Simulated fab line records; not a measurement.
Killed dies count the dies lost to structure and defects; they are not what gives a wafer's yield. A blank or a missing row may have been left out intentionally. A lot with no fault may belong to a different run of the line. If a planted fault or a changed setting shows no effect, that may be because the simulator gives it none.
Which tool was responsible? :: flow nand harc :: 33 wafers from 11 lots sampled at 4 of the route's 1302 steps

WHAT EACH GAUGE READ, for each wafer
NHARC_A_SIN_REMOVE_INSPECT_04.
lot: L710
measured: day 20 17:20
on: defect inspect-02
raw defect count: 404 476 398

lot: L713
measured: day 21 15:01
on: defect inspect-02
raw defect count: 305 418 384

lot: L719
measured: day 24 00:51
on: defect inspect-02
raw defect count: 918 1022 882

lot: L718
measured: day 24 04:47
on: defect inspect-01
raw defect count: 694 848 869

lot: L725
measured: day 27 11:11
on: defect inspect-01
raw defect count: 391 455 420

lot: L726
measured: day 27 19:25
on: defect inspect-01
raw defect count: 370 479 431

lot: L729
measured: day 28 04:36
on: defect inspect-02
raw defect count: 380 337 387

lot: L728
measured: day 28 04:36
on: defect inspect-01
raw defect count: 303 322 345

lot: L727
measured: day 28 08:23
on: defect inspect-02
raw defect count: 575 559 342

lot: L730
measured: day 29 02:11
on: defect inspect-01
raw defect count: 311 406 383

lot: L732
measured: day 29 06:29
on: defect inspect-01
raw defect count: 367 436 346

EACH LOT AND THE TOOL THAT RAN IT (in order: tool; ch and the chambers of the sampled wafers; start)
lot: L710
NHARC_A_SGD_CUT_STRIP_28: rie diel-12 ch 0,1,3, day 20 03:31 or earlier
NHARC_A_SLIT_DEP_23: pecvd-03 ch 0,2, day 20 03:31
NHARC_A_SLIT_ETCH_29: rie diel-10 ch 0,1,3, day 20 10:09

lot: L713
NHARC_A_SGD_CUT_STRIP_28: rie diel-03 ch 0,1, day 21 01:08 or earlier
NHARC_A_SLIT_DEP_23: pecvd-01 ch 0,1,2, day 21 01:08
NHARC_A_SLIT_ETCH_29: rie diel-10 ch 1,2,3, day 21 07:45

lot: L719
NHARC_A_SGD_CUT_STRIP_28: rie diel-06 ch 0,1, day 23 11:23 or earlier
NHARC_A_SLIT_DEP_23: pecvd-01 ch 1,2, day 23 11:23
NHARC_A_SLIT_ETCH_29: rie diel-04 ch 0,1,3, day 23 18:43

lot: L718
NHARC_A_SGD_CUT_STRIP_28: rie diel-03 ch 0,3, day 23 11:29 or earlier
NHARC_A_SLIT_DEP_23: pecvd-02 ch 0,1, day 23 11:29
NHARC_A_SLIT_ETCH_29: rie diel-04 ch 1,2, day 23 21:35

lot: L725
NHARC_A_SGD_CUT_STRIP_28: rie diel-03 ch 1,2,3, day 26 15:53
NHARC_A_SLIT_DEP_23: pecvd-03 ch 1,2, day 26 21:25
NHARC_A_SLIT_ETCH_29: rie diel-05 ch 0,1,2, day 27 04:01

lot: L726
NHARC_A_SGD_CUT_STRIP_28: rie diel-06 ch 0,2,3, day 26 23:52
NHARC_A_SLIT_DEP_23: pecvd-02 ch 1,2, day 27 05:35
NHARC_A_SLIT_ETCH_29: rie diel-10 ch 2,3, day 27 12:07

lot: L729
NHARC_A_SGD_CUT_STRIP_28: rie diel-12 ch 0,3, day 27 15:40 or earlier
NHARC_A_SLIT_DEP_23: pecvd-01 ch 1,2, day 27 15:40
NHARC_A_SLIT_ETCH_29: rie diel-05 ch 0,2,3, day 27 22:17

lot: L728
NHARC_A_SGD_CUT_STRIP_28: rie diel-03 ch 0,1, day 27 14:56 or earlier
NHARC_A_SLIT_DEP_23: pecvd-01 ch 0,1,2, day 27 14:56
NHARC_A_SLIT_ETCH_29: rie diel-04 ch 0,3, day 27 21:23

lot: L727
NHARC_A_SGD_CUT_STRIP_28: rie diel-06 ch 0,2,3, day 27 17:29 or earlier
NHARC_A_SLIT_DEP_23: pecvd-01 ch 1,2, day 27 17:29
NHARC_A_SLIT_ETCH_29: rie diel-05 ch 1,2,3, day 28 01:13

lot: L730
NHARC_A_SGD_CUT_STRIP_28: rie diel-06 ch 0,2,3, day 28 11:50 or earlier
NHARC_A_SLIT_DEP_23: pecvd-02 ch 0,1,2, day 28 11:50
NHARC_A_SLIT_ETCH_29: rie diel-04 ch 1,3, day 28 19:07

lot: L732
NHARC_A_SGD_CUT_STRIP_28: rie diel-06 ch 0,1,2, day 28 16:23 or earlier
NHARC_A_SLIT_DEP_23: pecvd-03 ch 0,1, day 28 16:23
NHARC_A_SLIT_ETCH_29: rie diel-04 ch 0,1,2, day 28 23:17
- NHARC_A_SGD_CUT_STRIP_28: strips in O2, time 20 s.
- NHARC_A_SLIT_DEP_23: deposits SiON, target thk 100 nm.
- NHARC_A_SLIT_ETCH_29: etches the open film in CF4/O2, target depth 100 nm, overetch 10 nm, time 55 s.

THE ANSWER, worked out from the rows above alone
Rule: the usual values come from the lots themselves. The widest of any qualifying gaps counts: lots, ordered by their means at a reading, are off when they make up no more than a third of the lots, leave a main group of 4 or more, and stand apart from it by 3 or more times the standard deviation of that group's means. A main group is skipped when, at the precision printed for the reading in the tables above, its means are all equal. Also off: a lot with no number at a reading for which 4 or more lots have one. All remaining lots with rows at the step are treated as sound.
Off: L719, L718, at NHARC_A_SIN_REMOVE_INSPECT_04 (raw defect count). For the main group the mean is 397 and the standard deviation 47.
If a tool, at a process step before that reading, ran all the lots that are off and no sound lot after the first of them, it fits. Gauges at NHARC_A_SIN_REMOVE_INSPECT_04: tried the same way as those tools. With no start given for some of its lots, NHARC_A_SGD_CUT_STRIP_28 uses the hours and lot order of NHARC_A_SLIT_DEP_23. None of those tried fits.

WHAT HAD BEEN PUT IN BY THE SIMULATOR
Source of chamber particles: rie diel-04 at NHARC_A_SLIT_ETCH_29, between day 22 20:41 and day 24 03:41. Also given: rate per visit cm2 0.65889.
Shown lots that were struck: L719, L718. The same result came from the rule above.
